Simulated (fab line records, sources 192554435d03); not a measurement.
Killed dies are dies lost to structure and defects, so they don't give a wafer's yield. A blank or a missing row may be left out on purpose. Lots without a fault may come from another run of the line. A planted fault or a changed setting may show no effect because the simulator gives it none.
fab line records | flow n5_finfet
record lots=6 wafers=18 last_day=18
route steps=1938 shown BEOL_M11@1553
lots that met no fault: from a run of the same line without faults
start_h: hours from the record's first day to the start of the lot's first wafer shown | wait_h: hours since the lot's step before | " the same as in the row above | L1.1+2: a row that stands for several wafers | - no value, or no start given | * or withheld: withheld | < > ~ a bound
route shown NAME@n: a module of which the file shows steps, and the number in the route of the first | usual: mean/standard deviation of fault-free wafers | same: alike in all rows | chamber/n: place in a boat | sites: the reading at each site | _std_site: their standard deviation | _edge_site: outer sites' mean less inner sites' | radius_mm: how far each site lies from the wafer's centre | mask NAME#n: copy n | behind: the tool/chamber that last shaped the wafer | hold: why the lot was held/for how many hours/how that ended | device: the transistor (n, p or np) that didn't switch | end of line: the same wafers' tests at the end of the route | a step without rows: its recipe alone | killed: dies lost to structure and defects at the first sort, not the wafer's yield | map: a wafer's dies, x killed, . not, _ none there
set.NAME: the setting as run; set.NAME@STEP: as run at that earlier step | model.NAME: the simulator's own value behind a step, which no gauge read
lots at some steps of the route; a table a step, a row a wafer
services: from which hour (start_h, from the record's first day; less than 0 if before it) a tool's chamber was out of use, for how many hours, and why
## steps
# step N5_BEOL_M11_ETCH_61
# recipe chemistry=CF4 target=SiARC target_depth_a=390 mask_material=CAR-ArF time_s=65 ion_energy_ev=80 pressure_mtorr=40 source_w=545 bias_w=36 Ar_flow_sccm=100 cf4_flow_sccm=100 ends=cleared
# usual drypump_motor_current_A=5.8/0.47 etch_rf_on_time_s=65.3/1.6 oes_product_au=0.66/0.07 rf_vpp_V=184.4/0.97 showerhead_plenum_p_Torr=2.16/0.063 throttle_valve_pct=15.6/0.32
# columns lot.wafer tool chamber start_h wait_h drypump_motor_current_A etch_rf_on_time_s oes_product_au rf_hours_counter_h rf_vpp_V showerhead_plenum_p_Torr throttle_valve_pct
L107.2 rie_diel-03 2 262.66 0.0 5.0 66.1 0.66 126 185.3 2.15 15.8
L107.4 " 0 " " 5.9 66.3 0.63 186 184.5 2.13 15.7
L107.6 " 1 " " 6.0 66.1 0.61 - 182.3 2.04 15.8
L110.1 rie_diel-04 0 280.21 0.0 5.6 65.8 0.60 213 183.6 2.12 16.0
L110.4 " 1 " " 6.3 66.3 0.61 220 185.5 2.20 15.4
L110.5 " 1 " " 6.3 66.4 0.61 - 184.6 2.20 15.5
L112.3 rie_diel-04 2 288.52 0.0 5.8 65.6 0.60 187 184.6 2.21 16.0
L112.4 " 0 " " 5.6 66.7 0.59 216 185.0 2.12 16.0
L112.6 " 2 " " 5.7 66.0 0.60 - 185.0 2.21 16.0
L117.1 rie_diel-03 0 309.62 0.0 5.9 67.4 0.61 200 183.7 2.13 15.7
L117.3 " 3 " " 5.6 64.5 0.71 73 185.4 2.26 15.4
L117.5 " 1 " " 6.0 66.0 0.61 - 183.1 2.04 15.9
L119.1 rie_diel-02 3 315.72 0.0 6.5 63.9 0.73 73 186.4 2.25 15.5
L119.2 " 1 " " 5.4 63.6 0.68 108 183.7 2.15 15.3
L119.3 " 0 " " 5.1 65.0 0.57 242 184.1 2.10 16.0
L122.2 rie_diel-04 3 375.22 0.0 5.7 61.4 0.80 42 184.3 2.17 15.1
L122.4 " 2 " " 5.7 65.0 0.59 203 185.5 2.21 16.0
L122.5 " 1 " " 6.3 66.4 0.60 - 184.1 2.20 15.5
# step N5_BEOL_M11_ETCH_62
# recipe chemistry=N2/H2 target=SOC target_depth_a=1100 overetch_a=220 mask_material=SiARC temp_c=40 time_s=165 ion_energy_ev=200 pressure_mtorr=30 source_w=840 bias_w=150 n2_flow_sccm=200 h2_flow_sccm=200
# usual drypump_motor_current_A=5.8/0.47 n2_flow_sccm=200.1/0.62 oes_product_au=0.65/0.061 rf_vpp_V=524.6/2.3 showerhead_plenum_p_Torr=2.57/0.083 temp_c=40.01/0.1 throttle_valve_pct=17.81/0.26
# columns lot.wafer tool chamber start_h wait_h drypump_motor_current_A n2_flow_sccm oes_product_au rf_hours_counter_h rf_vpp_V showerhead_plenum_p_Torr temp_c throttle_valve_pct
L107.2 rie_diel-03 2 262.71 0.0 5.0 200.2 0.66 126 524.9 2.54 40.00 17.84
L107.4 " 0 " " 5.9 199.7 0.63 186 523.8 2.53 40.09 17.92
L107.6 " 1 " " 6.0 199.4 0.62 - 521.4 2.41 39.98 17.95
L110.1 rie_diel-04 0 280.26 0.0 5.6 199.5 0.59 213 522.4 2.49 40.00 18.08
L110.4 " 1 " " 6.3 201.1 0.61 220 524.8 2.62 40.22 17.60
L110.5 " 1 " " 6.3 199.9 0.61 - 527.8 2.62 40.07 17.57
L112.3 rie_diel-04 2 288.57 0.0 5.7 201.4 0.61 187 527.6 2.62 40.12 18.10
L112.4 " 0 " " 5.6 199.5 0.59 216 522.7 2.49 39.95 18.06
L112.6 " 2 " " 5.7 200.4 0.60 - 526.2 2.62 40.10 18.10
L117.1 rie_diel-03 0 309.67 0.0 5.9 199.8 0.62 200 521.5 2.53 39.95 17.95
L117.3 " 3 " " 5.6 200.7 0.71 73 529.3 2.68 39.96 17.59
L117.5 " 1 " " 6.0 201.7 0.62 - 518.6 2.40 40.18 17.99
L119.1 rie_diel-02 3 315.77 0.0 6.6 199.4 0.71 73 527.9 2.69 40.09 17.76
L119.2 " 1 " " 5.4 199.6 0.67 108 524.3 2.56 39.90 17.55
L119.3 " 0 " " 5.1 200.3 0.57 242 522.4 2.50 40.07 18.25
L122.2 rie_diel-04 3 375.27 0.0 5.7 199.3 0.76 42 523.5 2.61 40.15 17.37
L122.4 " 2 " " 5.7 199.8 0.59 203 527.8 2.61 39.96 18.12
L122.5 " 1 " " 6.3 200.0 0.60 - 526.3 2.62 40.05 17.64
# step N5_BEOL_M11_STRIP_68
# recipe chemistry=N2/H2 temp_c=40 n2_flow_sccm=200 h2_flow_sccm=200 rf_frequency_hz=6e+07
# step N5_BEOL_M11_STRIP_67
# recipe chemistry=CF4 resist=SiARC power_w=300 bias_power_w=75 pressure_mtorr=50 cf4_flow_sccm=150 rf_frequency_hz=6e+07
# usual drypump_motor_current_A=5.8/0.47 oes_product_au=0.77/0.072 rf_vpp_V=271.6/1.6 showerhead_plenum_p_Torr=1.81/0.052 throttle_valve_pct=13.6/0.32
# columns lot.wafer tool chamber start_h wait_h drypump_motor_current_A oes_product_au rf_hours_counter_h rf_vpp_V showerhead_plenum_p_Torr throttle_valve_pct
L107.2 rie_diel-03 2 262.86 0.0 5.0 0.78 126 270.5 1.80 13.7
L107.4 " 0 " " 5.9 0.75 186 271.3 1.78 13.7
L107.6 " 1 " " 6.0 0.73 - 269.1 1.71 13.8
L110.1 rie_diel-04 0 280.40 0.0 5.6 0.70 213 271.4 1.77 13.9
L110.4 " 1 " " 6.3 0.72 220 271.4 1.85 13.5
L110.5 " 1 " " 6.3 0.72 - 272.9 1.85 13.5
L112.3 rie_diel-04 2 288.71 0.0 5.8 0.70 188 271.9 1.85 14.0
L112.4 " 0 " " 5.6 0.70 216 269.1 1.77 13.9
L112.6 " 2 " " 5.7 0.71 - 272.6 1.85 14.0
L117.1 rie_diel-03 0 309.82 0.0 5.9 0.73 200 270.0 1.78 13.7
L117.3 " 3 " " 5.6 0.84 73 273.0 1.89 13.3
L117.5 " 1 " " 6.0 0.72 - 271.1 1.71 13.9
L119.1 rie_diel-02 3 315.92 0.0 6.6 0.85 73 273.7 1.88 13.5
L119.2 " 1 " " 5.4 0.79 108 270.7 1.80 13.3
L119.3 " 0 " " 5.1 0.67 242 269.8 1.75 14.0
L122.2 rie_diel-04 3 375.41 0.0 5.7 0.90 42 270.8 1.83 13.1
L122.4 " 2 " " 5.7 0.69 203 272.6 1.85 14.0
L122.5 " 1 " " 6.3 0.71 - 272.9 1.84 13.5
# step N5_BEOL_M11_HM_OPEN_17
# recipe chemistry=Cl2/BCl3 target_depth_a=200 overetch_a=60 target=TiN mask_material=SOC ion_energy_ev=150 pressure_mtorr=10 icp_w=1000 bias_w=126 Cl2_flow_sccm=53.25 bcl3_flow_sccm=21.75 Ar_flow_sccm=25
# usual drypump_motor_current_A=5.3/0.34 oes_ar_750_au=0.82/0.095 oes_product_au=0.70/0.084 throttle_valve_pct=22.2/0.33
# columns lot.wafer tool chamber start_h wait_h drypump_motor_current_A oes_ar_750_au oes_product_au rf_hours_counter_h throttle_valve_pct
L107.2 rie_metal-01 0 262.90 0.0 5.8 0.62 0.55 113 22.3
L107.4 " 1 " " 5.2 0.82 0.70 - 21.9
L107.6 " 0 " " 5.8 0.62 0.55 - 22.2
L110.1 rie_metal-02 0 280.44 0.0 5.6 0.84 0.71 26 21.6
L110.4 " 1 " " 4.9 0.91 0.78 - 22.4
L110.5 " 0 " " 5.6 0.84 0.71 - 21.6
L112.3 rie_metal-01 1 288.78 0.1 5.1 0.82 0.68 - 22.0
L112.4 " 0 " " 5.8 0.62 0.54 - 22.3
L112.6 " 0 " " 5.9 0.62 0.54 - 22.2
L117.1 rie_metal-02 0 309.86 0.0 5.6 0.83 0.68 29 21.6
L117.3 " 1 " " 5.0 0.90 0.76 - 22.4
L117.5 " 1 " " 4.9 0.90 0.75 - 22.4
L119.1 rie_metal-01 1 315.96 0.0 5.2 0.80 0.67 33 22.0
L119.2 " 1 " " 5.2 0.80 0.67 - 21.9
L119.3 " 1 " " 5.2 0.81 0.67 - 22.0
L122.2 rie_metal-01 0 375.49 0.1 5.9 0.91 0.80 5 22.3
L122.4 " 1 " " 5.2 0.79 0.66 - 22.0
L122.5 " 0 " " 5.8 0.91 0.81 - 22.2
# step N5_BEOL_M11_STRIP_19
# recipe chemistry=O2 power_w=400 temp_c=40 pressure_mtorr=30 rf_frequency_hz=6e+07 bias_power_w=0 overash_fraction=0.2 o2_flow_sccm=225
# usual drypump_motor_current_A=5.8/0.44 oes_product_au=0.77/0.076 rf_vpp_V=3.7/0.57 showerhead_plenum_p_Torr=2.12/0.067 temp_c=39.99/0.12 throttle_valve_pct=16.7/0.34
# same overash_fraction=0.2
# columns lot.wafer tool chamber start_h wait_h drypump_motor_current_A oes_product_au rf_hours_counter_h rf_vpp_V showerhead_plenum_p_Torr temp_c throttle_valve_pct
L107.2 rie_diel-04 0 263.01 0.1 5.6 0.70 208 3.5 2.07 39.86 17.1
L107.4 " 1 " " 6.3 0.72 215 3.8 2.16 40.29 16.4
L107.6 " 0 " " 5.6 0.71 - 4.3 2.07 39.89 17.1
L110.1 rie_diel-02 1 280.65 0.2 5.4 0.82 94 2.9 2.09 40.05 16.3
L110.4 " 0 " " 5.2 0.68 231 3.8 2.06 39.98 17.1
L110.5 " 2 " " 6.6 0.86 - 3.9 2.11 40.01 16.1
L112.3 rie_diel-03 0 288.90 0.1 5.9 0.74 193 3.1 2.08 39.87 16.7
L112.4 " 1 " " 6.0 0.72 202 4.0 1.99 39.85 16.9
L112.6 " 1 " " 6.0 0.72 - 3.2 1.99 39.71 16.9
L117.1 rie_diel-03 2 310.00 0.1 5.0 0.77 141 3.6 2.11 39.73 16.9
L117.3 " 0 " " 5.9 0.73 200 3.8 2.08 39.94 16.8
L117.5 " 1 " " 6.0 0.72 - 2.5 1.99 40.18 16.9
L119.1 rie_diel-03 1 316.18 0.2 6.0 0.71 211 3.3 1.99 39.92 16.9
L119.2 " 0 " " 6.0 0.73 203 4.7 2.08 40.12 16.8
L119.3 " 2 " " 5.0 0.76 144 3.8 2.11 39.96 16.9
L122.2 rie_diel-04 1 375.62 0.1 6.3 0.69 236 3.5 2.15 40.19 16.5
L122.4 " 0 " " 5.6 0.68 231 4.1 2.07 40.00 17.1
L122.5 " 1 " " 6.3 0.70 - 3.8 2.15 39.90 16.5
# step N5_BEOL_M11_CD_MEAS_18
# recipe pitch_nm=140 target_cd_nm=70
# usual cd_nm=69.7/0.53
# columns lot.wafer tool chamber start_h wait_h cd_nm
L107.2 cd_sem-01 - 263.08 0.1 68.6
L107.4 " - " " 69.8
L107.6 " - " " 69.3
L110.1 cd_sem-03 - 280.72 0.0 69.8
L110.4 " - " " 69.6
L110.5 " - " " 70.0
L112.3 cd_sem-03 - 288.97 0.1 69.9
L112.4 " - " " 68.7
L112.6 " - " " 68.8
L117.1 cd_sem-01 - 310.07 0.0 70.1
L117.3 " - " " 69.9
L117.5 " - " " 69.8
L119.1 cd_sem-03 - 316.25 0.0 70.2
L119.2 " - " " 69.3
L119.3 " - " " 69.4
L122.2 cd_sem-01 - 375.69 0.1 69.5
L122.4 " - " " 69.5
L122.5 " - " " 69.1
# step N5_BEOL_M11_COAT_63
# recipe resist=SOC temp_c=250 time_s=60 spin_rpm=1500 resist_thk_nm=100
# step N5_BEOL_M11_COAT_64
# recipe resist=SiARC temp_c=220 time_s=60 spin_rpm=1500 resist_thk_nm=30
# step N5_BEOL_M11_COAT_22
# recipe resist=CAR-ArF spin_rpm=1500 resist_thk_nm=90
# step N5_BEOL_M11_EBR_24
# recipe solvent=PGMEA ebr_width_mm=1.5
# step N5_BEOL_M11_SOFTBAKE_23
# recipe temp_c=110 time_s=60 resist=CAR-ArF
# step N5_BEOL_M11_EXPOSE_25
# recipe mask_id=V10 na=1.35 source_shape=annular sigma_inner=0.5 sigma_outer=0.8 polarization=unpolarized dose_mj=85.5
# usual exposure_dose_mJ_cm2=85.41/0.097 focus_offset_nm=0.1/0.49
# columns lot.wafer tool chamber start_h wait_h mask exposure_dose_mJ_cm2 focus_offset_nm
L107.2 arfi_scanner-01 0 265.48 - V10#0 85.39 0.3
L107.4 " 0 " " V10#0 85.38 -0.2
L107.6 " 0 " " V10#0 85.46 0.3
L110.1 arfi_scanner-01 - 282.54 - V10#0 - -
L110.4 " - " " V10#0 - -
L110.5 " - " " V10#0 - -
L112.3 arfi_scanner-03 - 290.39 - V10#0 - -
L112.4 " - " " V10#0 - -
L112.6 " - " " V10#0 - -
L117.1 arfi_scanner-01 0 310.22 - V10#0 85.31 0.6
L117.3 " 0 " " V10#0 85.40 0.2
L117.5 " 0 " " V10#0 85.32 0.5
L119.1 arfi_scanner-02 0 317.70 - V10#0 85.47 0.4
L119.2 " 0 " " V10#0 85.42 0.4
L119.3 " 0 " " V10#0 85.41 0.7
L122.2 arfi_scanner-03 0 378.31 - V10#0 85.37 -0.3
L122.4 " 0 " " V10#0 85.34 0.0
L122.5 " 0 " " V10#0 85.38 -1.4
# step N5_BEOL_M11_PEB_26
# recipe peb_temp_c=withheld peb_time_s=60 resist=CAR-ArF
## services
# columns tool chamber start_h hours kind
arfi_scanner-03 - 240.26 4.5 repair
arfi_scanner-01 - 244.63 1.3 pm
arfi_scanner-03 - 248.18 4.9 pm
arfi_scanner-02 - 249.58 1.3 pm
rie_diel-04 1 264.02 3.2 repair
arfi_scanner-02 - 264.80 1.0 pm
arfi_scanner-03 - 265.01 1.0 pm
rie_diel-02 1 266.25 1.6 repair
arfi_scanner-02 - 298.35 0.8 pm
rie_metal-01 0 298.45 - clean
rie_metal-01 0 298.45 34.2 scheduled_down
rie_metal-01 0 298.45 34.2 vent_cycle
rie_diel-04 - 301.12 28.1 pm
rie_diel-02 0 307.62 3.9 repair
arfi_scanner-03 - 308.74 1.3 pm
arfi_scanner-01 - 320.41 0.8 pm
arfi_scanner-02 - 322.30 3.4 repair
rie_diel-02 0 333.52 - clean
rie_metal-01 1 343.94 10.0 repair
arfi_scanner-01 - 344.42 1.7 repair
rie_diel-03 3 356.86 1.3 repair
rie_metal-02 - 360.43 0.4 repair
arfi_scanner-01 - 370.13 1.3 pm
arfi_scanner-02 - 375.08 1.3 pm
## key
first_sign step=N5_BEOL_M11_EXPOSE_25 reading=tool_record direction=missing
effect none on later readings
met_at N5_BEOL_M11_EXPOSE_25
struck_wafers L110.1,L110.4,L110.5,L112.3,L112.4,L112.6
later_rows_left_out L110.1,L110.4,L110.5,L112.3,L112.4,L112.6
sort_left_out L110.1,L110.4,L110.5,L112.3,L112.4,L112.6
onset_between 265.48 282.54
fault kind=skipped_step_whole tool=arfi_scanner-01,arfi_scanner-03 chamber=- onset_h=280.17 steps=N5_BEOL_M11_EXPOSE_25 scope=struck_lots_only
# sort_left_out: the simulated sort isn't trusted on such a fault, so these wafers' sort isn't shown, and their yield isn't known
# later_rows_left_out: the simulator's readings of these wafers behind a module that went badly wrong aren't trusted and aren't shown, but for the sort
